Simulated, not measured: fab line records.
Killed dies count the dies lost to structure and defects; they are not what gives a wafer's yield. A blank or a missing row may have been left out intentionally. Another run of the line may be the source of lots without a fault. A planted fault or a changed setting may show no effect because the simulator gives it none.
Split-lot experiment	flow n5-finfet	21 wafers read across 7 lots, on a route 1938 steps long

ON THE SPLIT
At N5_BEOL_M4_TRENCH_ETCH_37 (etches SiOC in C4F6/O2, target depth 55.555 nm, time 29.2 s), the setting bias-w was moved away from the recipe's 185 W on 7 of the 21 wafers read, by -13.0% to +13.5%. The other wafers ran this setting at the recipe's value.

The reading is taken at the split's own step.

THE READING
rf-vpp-V, in V, at N5_BEOL_M4_TRENCH_ETCH_37 (etches SiOC in C4F6/O2, target depth 55.555 nm, time 29.2 s). On this fab line, fault-free wafers typically give 672 V with a standard deviation of 13 V.

wafer	tool, chamber at the split	bias-w as run, W	against the recipe	rf-vpp-V, V	against lot-mates on the recipe
L075.1	rie-diel-06, 3	185	recipe	653	-
L075.3	rie-diel-06, 1	209.9	+13.5%	748	+95
L075.6	rie-diel-06, 3	209.9	+13.5%	725	+72
L076.4	rie-diel-05, 0	185	recipe	666	-
L076.5	rie-diel-05, 2	205.5	+11.1%	713	+47
L076.6	rie-diel-05, 1	205.5	+11.1%	723	+57
L084.1	rie-diel-04, 1	209.9	+13.5%	734	+77
L084.2	rie-diel-04, 3	209.9	+13.5%	765	+108
L084.3	rie-diel-04, 2	185	recipe	657	-
L087.1	rie-diel-06, 0	185	recipe	664	-
L087.2	rie-diel-06, 3	161	-13.0%	585	-80
L087.6	rie-diel-06, 0	185	recipe	665	-
L092.2	rie-diel-06, 1	185	recipe	677	-
L092.3	rie-diel-06, 0	185	recipe	664	-
L092.6	rie-diel-06, 2	185	recipe	690	-
L090.1	rie-diel-05, 3	185	recipe	650	-
L090.3	rie-diel-05, 1	185	recipe	666	-
L090.6	rie-diel-05, 2	185	recipe	656	-
L097.1	rie-diel-04, 3	185	recipe	694	-
L097.5	rie-diel-04, 2	185	recipe	669	-
L097.6	rie-diel-04, 1	185	recipe	664	-

THE FIT
A straight line over all 21 wafers: rf-vpp-V changes by +5.61 V for each +1% of bias-w; r = +0.95; the points scatter about the line by 13 V.
The same after taking each lot's own level away (the mean of its wafers on the recipe; 21 wafers): +6.1 V for each +1%; r = +0.97; scatter 11 V.
According to that fit, moving bias-w by its largest amount changes the reading by 82 V.
From 653.0 to 677.0 V: that is the span of the lots' own levels, equal to 1.8 times the standard deviation above.
Hence the lot-to-lot level has little effect on the slope; both slopes agree.
Check: with one of the wafers moved furthest among these (+13.5%) left out of the fit, the line predicts +79.1 V for it against its lot-mates. It came out at +95 V against them.
Tool readings at the split's step, against how far the setting was moved: rf-vpp-V r = +0.95.

THE WHOLE CHAIN: every reading that the file lists as answering this split, in the file's order
step	what it does	reading	change (the file's fit)	r (the file's)
N5_BEOL_M4_TRENCH_ETCH_37	etches SiOC in C4F6/O2, target depth 55.555 nm, time 29.2 s	rf-vpp-V	+6.09 V for each +1% of the setting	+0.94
N5_BEOL_M4_CMP_52	polishes, stops on SiOC, t overpolish 6.8 s, target thk 40 nm	Cu_of_BEOL_M4_ECD_50.thk-nm (the simulator's own value, which no gauge read)	+0.19 nm for each +1% of the setting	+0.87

THE FILE'S OWN FIT
rf-vpp-V changes by +6.09 V for each +1% of bias-w, r = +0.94.
